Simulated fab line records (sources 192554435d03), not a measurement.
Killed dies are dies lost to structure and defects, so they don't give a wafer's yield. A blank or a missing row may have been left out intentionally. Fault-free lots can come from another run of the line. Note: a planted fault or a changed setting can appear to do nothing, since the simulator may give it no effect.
fab line records    flow n5_finfet
record: lots: 7  wafers: 21
route steps=1938 shown BEOL_M5@1123 BEOL_M6@1221 BEOL_M7@1290
start_h: hours from the record's opening day to when the first of the lot's shown wafers began    wait_h: hours since the lot's step before    " same as the row above    L1.1+2: a row that stands for several wafers    - value missing, or start not given    * or withheld: withheld    < > ~ a bound
route shown NAME@n: NAME is a module with steps in the file, n the number in the route of the first one    usual: the fault-free wafers' mean and standard deviation    same: alike in all rows    chamber/n: place in a boat    sites: readings site by site    _std_site: how widely they spread, as a standard deviation    _edge_site: mean of outer sites minus mean of inner sites    radius_mm: for every site, how far away it sits from the centre of the wafer    mask NAME#n: copy n    behind: the last tool/chamber to shape the wafer    hold: why the lot went on hold/how many hours it stayed there/how the hold came to an end    device: which transistor (n, p or np) failed to switch    end of line: tests run on the same wafers once the route is complete    step lacking rows: just its recipe    killed: dies lost to structure and defects at the first sort, not the wafer's yield    map: dies across one wafer; x = killed, . = not, _ = none there
set.NAME: setting as actually run; set.NAME@STEP: the setting as run at that earlier step    model.NAME: the simulator's own value behind a step, which no gauge read
lots where settings were altered on purpose, with a table for each step and a row for each wafer
== steps ==
step: N5_BEOL_M5_EXPOSE_08
recipe: mask_id: M5  na: 0.33  source_shape: annular  sigma_inner: 0.4  sigma_outer: 0.8  polarization: unpolarized  target_cd_nm: 28  dose_mj: 35.75
lot.wafer   tool            chamber  start_h  wait_h  mask  set.dose_mj
L074.1+3+5  euv_scanner-02  0        166.67   -       M5#0  35.75
L077.1      euv_scanner-01  0        191.83   -       M5#0  35.75
L077.2+4    "               0        "        "       M5#0  33.79
L076.1+6    euv_scanner-01  0        203.13   -       M5#0  35.75
L076.4      "               0        "        "       M5#0  38.17
L079.1+2    euv_scanner-02  0        220.06   -       M5#0  34.16
L079.6      "               0        "        "       M5#0  35.75
L083.1+2+5  euv_scanner-01  0        238.96   -       M5#0  35.75
L086.2+3+6  euv_scanner-01  0        252.70   -       M5#0  35.75
L087.1+3+6  euv_scanner-02  0        266.62   -       M5#0  35.75
step: N5_BEOL_M5_PEB_09
recipe: peb_temp_c: 100  peb_time_s: 60  resist: CAR-EUV
step: N5_BEOL_M5_DEVELOP_10
recipe: develop_time_s: 30  developer: TMAH  resist: CAR-EUV  rinse_liquid: surfactant_rinse  dry: air_spin  dev_temp_c: 23
step: N5_BEOL_M5_CD_MEAS_11
recipe: target_cd_nm: 27.74  landing_energy_ev: 500  detector: se_inlens
usual: cd_nm: 28.07/0.28
lot.wafer  tool       chamber  start_h  wait_h  set.dose_mj@BEOL_M5_EXPOSE_08  cd_nm
L074.1     cd_sem-01  0        166.80   -       35.75                          28.43
L074.3     "          0        "        "       35.75                          28.73
L074.5     "          0        "        "       35.75                          28.52
L077.1     cd_sem-03  0        191.96   -       35.75                          27.87
L077.2     "          0        "        "       33.79                          26.36
L077.4     "          0        "        "       33.79                          26.93
L076.1     cd_sem-01  0        203.26   -       35.75                          28.12
L076.4     "          0        "        "       38.17                          29.72
L076.6     "          0        "        "       35.75                          28.13
L079.1     cd_sem-02  0        220.19   -       34.16                          26.66
L079.2     "          0        "        "       34.16                          26.69
L079.6     "          0        "        "       35.75                          28.07
L083.1     cd_sem-03  0        239.09   -       35.75                          27.95
L083.2     "          0        "        "       35.75                          28.03
L083.5     "          0        "        "       35.75                          27.57
L086.2     cd_sem-01  0        252.82   -       35.75                          28.13
L086.3     "          0        "        "       35.75                          28.04
L086.6     "          0        "        "       35.75                          27.59
L087.1     cd_sem-01  0        266.75   -       35.75                          28.19
L087.3     "          0        "        "       35.75                          27.58
L087.6     "          0        "        "       35.75                          28.04
step: N5_BEOL_M5_DESCUM_16
recipe: chemistry: O2  time_s: 7  source_power_w: 50  bias_power_w: 20  pressure_mtorr: 20  rf_frequency_hz: 2.712e+07  temp_c: 40  resist: CAR-EUV  o2_flow_sccm: 225
lot.wafer   tool         chamber  start_h  wait_h  set.dose_mj@BEOL_M5_EXPOSE_08  model.BEOL_M5.cd_nm
L074.1+5    rie_diel-05  1,0      167.05   0.2     35.75                          28.4
L074.3      "            2        "        "       35.75                          28.6
L077.1      rie_diel-02  1        192.08   0.0     35.75                          27.8
L077.2      "            0        "        "       33.79                          26.6
L077.4      "            2        "        "       33.79                          26.8
L076.1      rie_diel-05  2        203.60   0.2     35.75                          28.4
L076.4      "            3        "        "       38.17                          29.6
L076.6      "            2        "        "       35.75                          28.2
L079.1      rie_diel-03  1        220.32   0.0     34.16                          27
L079.2      "            2        "        "       34.16                          26.8
L079.6      "            3        "        "       35.75                          28.2
L083.1+2+5  rie_diel-02  0,1,3    239.21   0.0     35.75                          27.8
L086.2      rie_diel-02  2        252.94   0.0     35.75                          28.2
L086.3+6    "            0,3      "        "       35.75                          27.8
L087.1+6    rie_diel-05  0,1      266.93   0.1     35.75                          28.2
L087.3      "            3        "        "       35.75                          27.6
step: N5_BEOL_M5_ETCH_72
recipe: chemistry: N2/H2  target: underlayer  target_depth_a: 65  mask_material: CAR-EUV  time_s: 5.2  ion_energy_ev: 200  pressure_mtorr: 30  source_w: 840  bias_w: 150  n2_flow_sccm: 200  h2_flow_sccm: 200  ends: cleared
lot.wafer  tool         chamber  start_h  wait_h  set.spin_rpm@BEOL_M5_COAT_71  set.dose_mj@BEOL_M5_EXPOSE_08  model.BEOL_M5.cd_nm  model.etch.depth_nm
L074.1     rie_diel-05  1        167.09   0.0     1617                          35.75                          28.2                 4.843
L074.3     "            2        "        "       1500                          35.75                          28.6                 5.021
L074.5     "            0        "        "       1617                          35.75                          28.2                 4.85
L077.1     rie_diel-02  1        192.12   0.0     1500                          35.75                          27.6                 5.004
L077.2     "            0        "        "       1500                          33.79                          26.6                 5.009
L077.4     "            2        "        "       1500                          33.79                          26.8                 4.997
L076.1     rie_diel-05  2        203.63   0.0     1500                          35.75                          28.4                 4.997
L076.4     "            3        "        "       1568                          38.17                          29.8                 4.888
L076.6     "            2        "        "       1568                          35.75                          28.2                 4.898
L079.1     rie_diel-03  1        220.35   0.0     1649                          34.16                          27                   4.772
L079.2     "            2        "        "       1500                          34.16                          26.8                 5.011
L079.6     "            3        "        "       1649                          35.75                          28.2                 4.785
L083.1     rie_diel-02  0        239.25   0.0     1500                          35.75                          27.8                 4.986
L083.2     "            1        "        "       1500                          35.75                          27.6                 4.994
L083.5     "            3        "        "       1500                          35.75                          27.8                 4.994
L086.2     rie_diel-02  2        252.98   0.0     1500                          35.75                          28.2                 4.984
L086.3     "            0        "        "       1500                          35.75                          27.8                 4.978
L086.6     "            3        "        "       1500                          35.75                          27.8                 4.993
L087.1     rie_diel-05  0        266.96   0.0     1648                          35.75                          28                   4.75
L087.3     "            3        "        "       1648                          35.75                          27.6                 4.753
L087.6     "            1        "        "       1500                          35.75                          28.2                 4.977
step: N5_BEOL_M5_ETCH_61
recipe: chemistry: CF4  target: SiARC  target_depth_a: 156  mask_material: CAR-EUV  time_s: 26  ion_energy_ev: 80  pressure_mtorr: 40  source_w: 545  bias_w: 36  Ar_flow_sccm: 100  cf4_flow_sccm: 100  ends: cleared
lot.wafer  tool         chamber  start_h  wait_h  set.dose_mj@BEOL_M5_EXPOSE_08  model.BEOL_M5.cd_nm
L074.1     rie_diel-05  1        167.10   0.0     35.75                          28.4
L074.3     "            2        "        "       35.75                          28.6
L074.5     "            0        "        "       35.75                          28.2
L077.1     rie_diel-02  1        192.13   0.0     35.75                          27.8
L077.2     "            0        "        "       33.79                          26.6
L077.4     "            2        "        "       33.79                          27
L076.1+6   rie_diel-05  2        203.65   0.0     35.75                          28.4
L076.4     "            3        "        "       38.17                          29.6
L079.1     rie_diel-03  1        220.37   0.0     34.16                          27
L079.2     "            2        "        "       34.16                          26.8
L079.6     "            3        "        "       35.75                          28.2
L083.1+2   rie_diel-02  0,1      239.26   0.0     35.75                          27.6
L083.5     "            3        "        "       35.75                          27.8
L086.2     rie_diel-02  2        252.99   0.0     35.75                          28.4
L086.3+6   "            0,3      "        "       35.75                          27.8
L087.1+6   rie_diel-05  0,1      266.98   0.0     35.75                          28.2
L087.3     "            3        "        "       35.75                          27.6
step: N5_BEOL_M5_TRENCH_ETCH_37
recipe: chemistry: C4F6/O2  target_depth_a: 716.52  target: SiCOH_lowk  time_s: 24.7  ion_energy_ev: 250  pressure_mtorr: 30  source_w: 345  bias_w: 185  Ar_flow_sccm: 300  C4F6_flow_sccm: 10  O2_flow_sccm: 10
lot.wafer  tool         chamber  start_h  wait_h  set.time_s  model.BEOL_M5.feature_depth_nm  model.etch.depth_nm
L074.1     rie_diel-02  0        -        -       23.28       65.6                            65.69
L074.3     "            2        "        "       23.28       65.4                            65.44
L074.5     "            1        "        "       24.7        71.8                            71.85
L077.1     rie_diel-05  3        -        -       24.7        70.2                            70.17
L077.2     "            1        "        "       24.7        69.4                            69.36
L077.4     "            0        "        "       24.7        69.6                            69.5
L076.1     rie_diel-02  2        -        -       24.7        69.8                            69.83
L076.4     "            3        "        "       24.7        70.4                            70.49
L076.6     "            2        "        "       24.7        69.2                            69.23
L079.1     rie_diel-05  3        -        -       19.59       55.4                            55.5
L079.2     "            2        "        "       24.7        70.8                            70.7
L079.6     "            3        "        "       24.7        69.6                            69.67
L083.1     rie_diel-05  3        -        -       24.7        70.2                            70.18
L083.2     "            2        "        "       24.7        70.6                            70.68
L083.5     "            0        "        "       24.7        69.2                            69.3
L086.2     rie_diel-02  3        -        -       24.7        69.2                            69.11
L086.3     "            0        "        "       24.7        68.2                            68.18
L086.6     "            1        "        "       24.7        70.6                            70.65
L087.1     rie_diel-05  1        -        -       24.7        72                              71.94
L087.3     "            2        "        "       24.7        70                              69.96
L087.6     "            1        "        "       20.33       59.2                            59.17
step: N5_BEOL_M5_ETCH_41
recipe: chemistry: CH3F/O2  target: SiCN  target_depth_a: 315  taper_deg: 2  time_s: 56.7  ion_energy_ev: 120  mask_material: TiN  pressure_mtorr: 30  source_w: 395  bias_w: 75  Ar_flow_sccm: 150  CH3F_flow_sccm: 30  O2_flow_sccm: 20
usual: rf_vpp_V: 297.8/1.4
lot.wafer  tool         chamber  start_h  wait_h  set.source_w  rf_vpp_V
L074.1     rie_diel-02  0        -        -       395           298.6
L074.3     "            2        "        "       395           296.1
L074.5     "            1        "        "       395           298.8
L077.1     rie_diel-05  3        -        -       395           299.6
L077.2     "            1        "        "       395           296.5
L077.4     "            0        "        "       339.8         310.1
L076.1     rie_diel-02  2        -        -       442.3         283.7
L076.4     "            3        "        "       395           297.6
L076.6     "            2        "        "       442.3         284.6
L079.1     rie_diel-05  3        -        -       450.1         285.9
L079.2     "            2        "        "       450.1         285.5
L079.6     "            3        "        "       450.1         286.2
L083.1     rie_diel-05  3        -        -       370.1         306.3
L083.2     "            2        "        "       395           295.5
L083.5     "            0        "        "       370.1         302.3
L086.2     rie_diel-02  3        -        -       395           298.2
L086.3     "            0        "        "       395           298.8
L086.6     "            1        "        "       395           299.1
L087.1     rie_diel-05  1        -        -       365.1         305.4
L087.3     "            2        "        "       395           297.5
L087.6     "            1        "        "       365.1         305.9
step: N5_BEOL_M5_STRIP_91
recipe: chemistry: N2/H2  time_s: 10  power_w: 450  temp_c: 40  pressure_mtorr: 20  rf_frequency_hz: 6e+07  bias_power_w: 7  n2_flow_sccm: 200  h2_flow_sccm: 200
step: N5_BEOL_M5_OCD_MEAS_38
usual: trench_depth_nm: 71.2/1.6
lot.wafer  tool    chamber  start_h  wait_h  set.time_s@BEOL_M5_TRENCH_ETCH_37  trench_depth_nm
L074.1     ocd-02  -        168.97   -       23.28                              65.7
L074.3     "       -        "        "       23.28                              65.3
L074.5     "       -        "        "       24.7                               71.6
L077.1     ocd-02  -        194.33   -       24.7                               70.8
L077.2     "       -        "        "       24.7                               69.1
L077.4     "       -        "        "       24.7                               69.9
L076.1     ocd-01  -        205.47   -       24.7                               70.1
L076.4     "       -        "        "       24.7                               70.9
L076.6     "       -        "        "       24.7                               68.7
L079.1     ocd-02  -        223.78   -       19.59                              55.6
L079.2     "       -        "        "       24.7                               70.5
L079.6     "       -        "        "       24.7                               69.7
L083.1     ocd-01  -        246.08   -       24.7                               70.0
L083.2     "       -        "        "       24.7                               70.1
L083.5     "       -        "        "       24.7                               69.1
L086.2     ocd-01  -        254.54   -       24.7                               68.7
L086.3     "       -        "        "       24.7                               68.2
L086.6     "       -        "        "       24.7                               70.6
L087.1     ocd-02  -        268.71   -       24.7                               72.6
L087.3     "       -        "        "       24.7                               70.2
L087.6     "       -        "        "       20.33                              58.7
step: N5_BEOL_M5_HM_STRIP_39
recipe: chemistry: peroxide_tin_strip  material: TiN  target_depth_a: 250  temp_c: 50  time_s: 158
step: N5_BEOL_M5_SRD_40
recipe: time_s: 30  temp_c: 23  rinse_liquid: diw  dry: ipa_marangoni
step: N5_BEOL_M5_ECD_50
recipe: material: Cu  target_thk_a: 3000
step: N5_BEOL_M5_ANNEAL_51
recipe: temp_c: 225  time_s: 90  ambient: N2
step: N5_BEOL_M5_CMP_52
recipe: stop_on: SiCOH_lowk  t_overpolish_s: 6.9  down_force_psi: 1  platen_rpm: 50  clearing_platen_down_force_psi: 1.5  clearing_platen_rpm: 50  post_cmp_clean: cu_alkaline  target_thk_nm: 62  clearing_platen_pad_velocity_m_s: 0.99484  pad_velocity_m_s: 0.99484
lot.wafer  tool    chamber  start_h  wait_h  set.time_s@BEOL_M5_TRENCH_ETCH_37  model.Cu_of_BEOL_M5_ECD_50.thk_nm
L074.3     cmp-04  3        178.69   0.2     23.28                              54
L074.1     "       0        "        "       23.28                              56.8
L074.5     "       3        "        "       24.7                               61
L077.2+1   cmp-04  1,3      200.95   0.2     24.7                               60
L077.4     "       0        "        "       24.7                               60.2
L076.4     cmp-02  2        212.35   0.2     24.7                               58.6
L076.1     "       0        "        "       24.7                               61.2
L076.6     "       1        "        "       24.7                               60
L079.1     cmp-02  3        230.65   0.3     19.59                              45.2
L079.2     "       0        "        "       24.7                               60.6
L079.6     "       3        "        "       24.7                               58.6
L083.1     cmp-02  3        253.91   0.3     24.7                               58
L083.2     "       1        "        "       24.7                               60
L083.5     "       0        "        "       24.7                               59.4
L086.2     cmp-04  2        261.59   0.2     24.7                               58.6
L086.3     "       3        "        "       24.7                               56.6
L086.6     "       3        "        "       24.7                               59.4
L087.3     cmp-03  0        275.05   0.2     24.7                               61.8
L087.1     "       2        "        "       24.7                               62.4
L087.6     "       0        "        "       20.33                              51.2
step: N5_BEOL_M5_THK_MEAS_53
recipe: thk_meas_gauge: xrf  reads: Cu_of_BEOL_M5_ECD_50
usual: M5_THK: 62.4/2.3
lot.wafer  tool           chamber  start_h  wait_h  set.time_s@BEOL_M5_TRENCH_ETCH_37  M5_THK[nm]
L074.1     film_metro-01  -        178.95   -       23.28                              57.3
L074.3     "              -        "        "       23.28                              54.4
L074.5     "              -        "        "       24.7                               61.8
L077.1     film_metro-02  -        201.24   -       24.7                               60.8
L077.2     "              -        "        "       24.7                               60.8
L077.4     "              -        "        "       24.7                               61.3
L076.1     film_metro-01  -        212.60   -       24.7                               61.7
L076.4     "              -        "        "       24.7                               59.3
L076.6     "              -        "        "       24.7                               60.8
L079.1     film_metro-02  -        230.91   -       19.59                              45.5
L079.2     "              -        "        "       24.7                               61.2
L079.6     "              -        "        "       24.7                               59.2
L083.1     film_metro-02  -        254.20   -       24.7                               58.8
L083.2     "              -        "        "       24.7                               61.0
L083.5     "              -        "        "       24.7                               60.2
L086.2     film_metro-01  -        261.88   -       24.7                               59.5
L086.3     "              -        "        "       24.7                               57.7
L086.6     "              -        "        "       24.7                               60.8
L087.1     film_metro-02  -        275.34   -       24.7                               63.4
L087.3     "              -        "        "       24.7                               62.6
L087.6     "              -        "        "       20.33                              51.9
step: N5_BEOL_M5_PRE_CLEAN_77
recipe: gas: NH3/H2  time_s: 15  temp_c: *  rf_power_w: 300
step: N5_BEOL_M5_CO_CAP_78
recipe: material: Co  target_thk_a: 20  temp_c: 200  precursor: CCTBA/H2  pressure_torr: 30  time_s: 102.1
step: N5_BEOL_M5_PRE_CLEAN_55
recipe: gas: NH3  time_s: 15  temp_c: withheld  rf_power_w: 300
step: N5_BEOL_M5_DEP_56
recipe: material: SiCN  target_thk_a: 80  temp_c: withheld  precursor: 3MS/NH3  pressure_torr: 3  rf_w: 202  time_s: 14
step: N5_BEOL_M5_RS_MEAS_57
recipe: thk_meas_gauge: four-point-probe  reads: Co_of_BEOL_M5_CO_CAP_78+Cu_of_BEOL_M5_ECD_50+Co_of_BEOL_M5_CVD_47+TaN_of_BEOL_M5_ALD_86
usual: M5_RS: 0.391/0.017
lot.wafer  tool           chamber  start_h  wait_h  set.time_s@BEOL_M5_TRENCH_ETCH_37  M5_RS[ohm/sq]
L074.1     film_metro-01  -        179.21   0.0     23.28                              0.430
L074.3     "              -        "        "       23.28                              0.458
L074.5     "              -        "        "       24.7                               0.394
L077.1     film_metro-02  -        201.50   0.0     24.7                               0.403
L077.2     "              -        "        "       24.7                               0.402
L077.4     "              -        "        "       24.7                               0.399
L076.1     film_metro-01  -        212.86   0.0     24.7                               0.393
L076.4     "              -        "        "       24.7                               0.415
L076.6     "              -        "        "       24.7                               0.401
L079.1     film_metro-02  -        231.17   0.0     19.59                              0.572
L079.2     "              -        "        "       24.7                               0.397
L079.6     "              -        "        "       24.7                               0.414
L083.1     film_metro-01  -        254.46   0.0     24.7                               0.419
L083.2     "              -        "        "       24.7                               0.402
L083.5     "              -        "        "       24.7                               0.408
L086.2     film_metro-01  -        262.14   0.1     24.7                               0.416
L086.3     "              -        "        "       24.7                               0.432
L086.6     "              -        "        "       24.7                               0.406
L087.1     film_metro-02  -        275.60   0.0     24.7                               0.383
L087.3     "              -        "        "       24.7                               0.387
L087.6     "              -        "        "       20.33                              0.489
step: N5_BEOL_M6_COAT_22
recipe: resist: CAR-EUV  spin_rpm: 1500  resist_thk_nm: 30
lot.wafer   tool            chamber  start_h  wait_h  set.spin_rpm  model.CAR-EUV_of_BEOL_M6_COAT_22.thk_nm
L074.1+5    litho_track-04  0        -        -       1332          31.8
L074.3      "               0        "        "       1500          30
L077.1      litho_track-04  0        -        -       1500          29.8
L077.2      "               0        "        "       1500          30.2
L077.4      "               0        "        "       1500          30
L076.1      litho_track-02  0        -        -       1331          31.8
L076.4+6    "               0        "        "       1500          30
L079.1+6    litho_track-04  0        -        -       1500          30.2
L079.2      "               0        "        "       1500          30
L083.1+5    litho_track-02  0        -        -       1428          30.8
L083.2      "               0        "        "       1500          30
L086.2+3+6  litho_track-02  0        -        -       1500          30
L087.1+3    litho_track-02  0        -        -       1500          30.2
L087.6      "               0        "        "       1500          30
step: N5_BEOL_M6_ETCH_66
recipe: chemistry: N2/H2  target: SOC  target_depth_a: 800  overetch_a: 160  mask_material: SiARC  temp_c: 40  time_s: 120  ion_energy_ev: 200  pressure_mtorr: 30  source_w: 840  bias_w: 150  n2_flow_sccm: 200  h2_flow_sccm: 200
usual: rf_vpp_V: 523.3/2.4
lot.wafer  tool         chamber  start_h  wait_h  set.source_w  rf_vpp_V
L074.1     rie_diel-04  3        182.51   0.0     840           520.5
L074.3     "            0        "        "       840           522.9
L074.5     "            0        "        "       931.5         502.9
L077.1     rie_diel-06  0        205.23   0.0     840           524.0
L077.2     "            3        "        "       941.3         501.5
L077.4     "            1        "        "       941.3         510.1
L076.1     rie_diel-04  1        216.49   0.0     695.3         558.8
L076.4     "            0        "        "       840           520.0
L076.6     "            1        "        "       695.3         560.4
L079.1     rie_diel-04  0        234.30   0.0     777.8         534.2
L079.2     "            2        "        "       777.8         535.4
L079.6     "            2        "        "       840           522.4
L083.1     rie_diel-04  1        258.13   0.0     755.8         543.6
L083.2     "            3        "        "       755.8         539.0
L083.5     "            0        "        "       840           521.2
L086.2     rie_diel-06  3        264.84   0.0     840           520.9
L086.3     "            1        "        "       840           527.2
L086.6     "            3        "        "       840           521.5
L087.1     rie_diel-06  0        280.08   0.0     737.5         548.3
L087.3     "            1        "        "       737.5         551.2
L087.6     "            1        "        "       840           527.1
step: N5_BEOL_M7_COAT_22
recipe: resist: CAR-EUV  spin_rpm: 1500  resist_thk_nm: 30
lot.wafer   tool            chamber  start_h  wait_h  set.spin_rpm  model.CAR-EUV_of_BEOL_M7_COAT_22.thk_nm
L074.1      litho_track-03  0        -        -       1500          30.2
L074.3+5    "               0        "        "       1453          30.4
L077.1+2+4  litho_track-02  0        -        -       1500          30.2
L076.1+4    litho_track-03  0        -        -       1500          30
L076.6      "               0        "        "       1500          29.8
L079.1+6    litho_track-05  0        -        -       1587          29.2
L079.2      "               0        "        "       1500          30
L083.1+2+5  litho_track-02  0        -        -       1500          30.2
L086.2+3+6  litho_track-05  0        -        -       1500          30
L087.1      litho_track-02  0        -        -       1500          30
L087.3+6    "               0        "        "       1500          30.2
step: N5_BEOL_M7_EBR_24
recipe: solvent: PGMEA  ebr_width_mm: 1.5
step: N5_BEOL_M7_SOFTBAKE_23
recipe: temp_c: 110  time_s: 60  resist: CAR-EUV
step: N5_BEOL_M7_EXPOSE_25
recipe: mask_id: V6  na: 0.33  source_shape: annular  sigma_inner: 0.4  sigma_outer: 0.8  polarization: unpolarized  target_cd_nm: 40  dose_mj: 42.5
step: N5_BEOL_M7_PEB_26
recipe: peb_temp_c: 100  peb_time_s: 60  resist: CAR-EUV
step: N5_BEOL_M7_DEVELOP_27
recipe: develop_time_s: 30  developer: TMAH  resist: CAR-EUV  rinse_liquid: surfactant_rinse  dry: air_spin  dev_temp_c: 23
lot.wafer   tool            chamber  start_h  wait_h  set.spin_rpm@BEOL_M7_COAT_22  model.CAR-EUV_of_BEOL_M7_COAT_22.thk_nm
L074.1      litho_track-02  0        -        -       1500                          29.6
L074.3+5    "               0        "        "       1453                          30
L077.1      litho_track-05  0        -        -       1500                          29.8
L077.2+4    "               0        "        "       1500                          29.6
L076.1+6    litho_track-05  0        -        -       1500                          29.4
L076.4      "               0        "        "       1500                          29.6
L079.1      litho_track-02  0        -        -       1587                          28.8
L079.2      "               0        "        "       1500                          29.6
L079.6      "               0        "        "       1587                          28.6
L083.1+2+5  litho_track-03  0        -        -       1500                          29.6
L086.2+3+6  litho_track-05  0        -        -       1500                          29.6
L087.1      litho_track-02  0        -        -       1500                          29.6
L087.3+6    "               0        "        "       1500                          29.8
== key ==
split: step: N5_BEOL_M5_EXPOSE_08  setting: dose_mj  stated: 35.75  by: wafer
response: step: N5_BEOL_M5_CD_MEAS_11  reading: cd_nm  change: +0.248  per: 1%  r: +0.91
response: step: N5_BEOL_M5_DESCUM_16  reading: model.BEOL_M5.cd_nm  change: +0.215  per: 1%  r: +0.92
response: step: N5_BEOL_M5_ETCH_72  reading: model.BEOL_M5.cd_nm  change: +0.218  per: 1%  r: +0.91
response: step: N5_BEOL_M5_ETCH_61  reading: model.BEOL_M5.cd_nm  change: +0.203  per: 1%  r: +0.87
split: step: N5_BEOL_M5_TRENCH_ETCH_37  setting: time_s  stated: 24.7  by: wafer
response: step: N5_BEOL_M5_TRENCH_ETCH_37  reading: model.BEOL_M5.feature_depth_nm  change: +0.712  per: 1%  r: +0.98
response: step: N5_BEOL_M5_TRENCH_ETCH_37  reading: model.etch.depth_nm  change: +0.709  per: 1%  r: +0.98
response: step: N5_BEOL_M5_OCD_MEAS_38  reading: trench_depth_nm  change: +0.723  per: 1%  r: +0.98
response: step: N5_BEOL_M5_CMP_52  reading: model.Cu_of_BEOL_M5_ECD_50.thk_nm  change: +0.676  per: 1%  r: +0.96
response: step: N5_BEOL_M5_THK_MEAS_53  reading: M5_THK  change: +0.692  per: 1%  r: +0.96
response: step: N5_BEOL_M5_RS_MEAS_57  reading: M5_RS  change: -0.00719  per: 1%  r: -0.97
split: step: N5_BEOL_M5_ETCH_41  setting: source_w  stated: 395  by: wafer
response: step: N5_BEOL_M5_ETCH_41  reading: rf_vpp_V  change: -1.03  per: 1%  r: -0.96
split: step: N5_BEOL_M6_COAT_22  setting: spin_rpm  stated: 1500  by: wafer
response: step: N5_BEOL_M6_COAT_22  reading: model.CAR-EUV_of_BEOL_M6_COAT_22.thk_nm  change: -0.161  per: 1%  r: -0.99
split: step: N5_BEOL_M6_ETCH_66  setting: source_w  stated: 840  by: wafer
response: step: N5_BEOL_M6_ETCH_66  reading: rf_vpp_V  change: -1.94  per: 1%  r: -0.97
split: step: N5_BEOL_M7_COAT_22  setting: spin_rpm  stated: 1500  by: wafer
response: step: N5_BEOL_M7_COAT_22  reading: model.CAR-EUV_of_BEOL_M7_COAT_22.thk_nm  change: -0.121  per: 1%  r: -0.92
response: step: N5_BEOL_M7_DEVELOP_27  reading: model.CAR-EUV_of_BEOL_M7_COAT_22.thk_nm  change: -0.149  per: 1%  r: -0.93
split outside_this_file step=N5_BEOL_M5_COAT_71 setting=spin_rpm
split outside_this_file: this setting was split too, and the file shows its column; the key of that split is in another file
